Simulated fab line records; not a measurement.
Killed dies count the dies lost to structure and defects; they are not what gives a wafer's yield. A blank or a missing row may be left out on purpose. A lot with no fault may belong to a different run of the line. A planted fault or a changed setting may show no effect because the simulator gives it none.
A lot that was struck, set against a sound lot | flow nand harc | 14 out of 1302 route steps
Sound: these wafers, L389.1, L389.2, L389.3. The struck wafers were L401.1, L401.2, L401.3. The cause comes at the end.
At each step with rows: each side's tool, then ch and its chambers, then its first start. Under that, the readings that differ: sound wafers | struck wafers | difference of the means | sigmas: that difference in standard deviations of wafers without a fault.
alike: readings with means less than 2 such deviations apart, plus words and numbers identical on both sides. not compared: withheld readings, readings lacking a value on some wafer, bounds such as >300 that could conceal the same value, and numbers that have no deviation in the record and whose values overlap.
A row with sigmas, a row that says differs or no value, or rows on one side alone: a step with any of these is where the two part. Non-overlapping numbers with no deviation appear without sigmas and do not part them. A reading that every wafer of one side lacks parts them only if that side has two wafers or more.

NHARC_A_ONON_D1_THK_MEAS_21: measures by ellipsometry.
  sound on film metro-01, day 11 14:53; struck on film metro-01, day 16 19:48
  reading     | sound          | struck      | difference | sigmas
  thk nm (nm) | 1017 1016 1016 | 996 996 995 | -21        | -2
after that, 1 step with no rows for these wafers: NHARC_A_ONON_D1_DEP_22 (target thk 1000 nm).
NHARC_A_ONON_D1_THK_MEAS_24: measures by ellipsometry.
  sound on film metro-01, day 11 15:27; struck on film metro-01, day 16 20:22
  alike: thk nm
after that, 1 step with no rows for these wafers: NHARC_A_ONON_D1_DEP_25 (target thk 1000 nm).
NHARC_A_ONON_D1_THK_MEAS_27: measures by ellipsometry.
  sound on film metro-01, day 11 16:01; struck on film metro-01, day 16 20:56
  alike: thk nm
after that, 1 step with no rows for these wafers: NHARC_A_ONON_D1_DEP_28 (target thk 1000 nm).
NHARC_A_ONON_D1_THK_MEAS_30: measures by ellipsometry.
  sound on film metro-02, day 11 16:35; struck on film metro-01, day 16 21:31
  alike: thk nm
NHARC_A_ONON_D1_DEP_33: deposits SiO2, target thk 200 nm.
  sound on pecvd-03 ch 0,1,2, day 11 16:39; struck on pecvd-02 ch 0,1,2, day 16 21:34
  alike: heater power outer w, heater power w, rf fwd power W, susceptor temp C, throttle valve pct
NHARC_A_ONON_D1_THK_MEAS_34: measures by ellipsometry.
  sound on film metro-02, day 11 17:04; struck on film metro-01, day 16 21:59
  alike: thk nm
NHARC_A_ONON_D1_INSPECT_32:
  sound on defect inspect-01, day 11 17:08; struck on defect inspect-02, day 16 22:02
  alike: raw defect count
NHARC_A_CHANNEL_HOLE_D1_DEP_00: deposits aC, target thk 3100 nm.
  sound on acl dep-03 ch 0, day 11 22:34; struck on acl dep-02 ch 0, day 17 01:10
  reading              | sound                | struck               | difference | sigmas
  susceptor temp C (C) | 399.62 399.69 399.73 | 400.30 400.14 400.20 | +0.53      | +2
  alike: throttle valve pct
NHARC_A_CHANNEL_HOLE_D1_DEP_01: deposits SiON, target thk 140 nm.
  sound on pecvd-03 ch 0,1,2, day 12 00:30; struck on pecvd-03 ch 0,1,2, day 17 03:05
  reading            | sound             | struck            | difference | sigmas
  rf fwd power W (W) | 349.2 348.1 348.3 | 404.5 404.2 403.5 | +55.5      | +50
  alike: heater power outer w, heater power w, susceptor temp C
then, 1 step without rows for these wafers: NHARC_A_CHANNEL_HOLE_D1_DEHYDRATE_02 (time 120 s).
-- jump in the record: it breaks off in module A_CHANNEL_HOLE_D1 and resumes in module END (first step shown: number 1302 of the route), and 16 days separate the struck wafers' starts before and after --
NHARC_END_SORT_01:
  sound on prober-01 ch 0, day 27 21:13; struck on prober-02 ch 0, day 33 04:29
  reading         | sound | struck | difference | sigmas
  killed at other | 0 0 1 | 6 2 4  | +4         | +2
  alike: killed at array, killed at periphery, killed dies, killed open, killed short

## WHERE THEY PART
Earliest at NHARC_A_ONON_D1_THK_MEAS_21; latest, in this record, at NHARC_END_SORT_01.

WHY: what the simulator had put in
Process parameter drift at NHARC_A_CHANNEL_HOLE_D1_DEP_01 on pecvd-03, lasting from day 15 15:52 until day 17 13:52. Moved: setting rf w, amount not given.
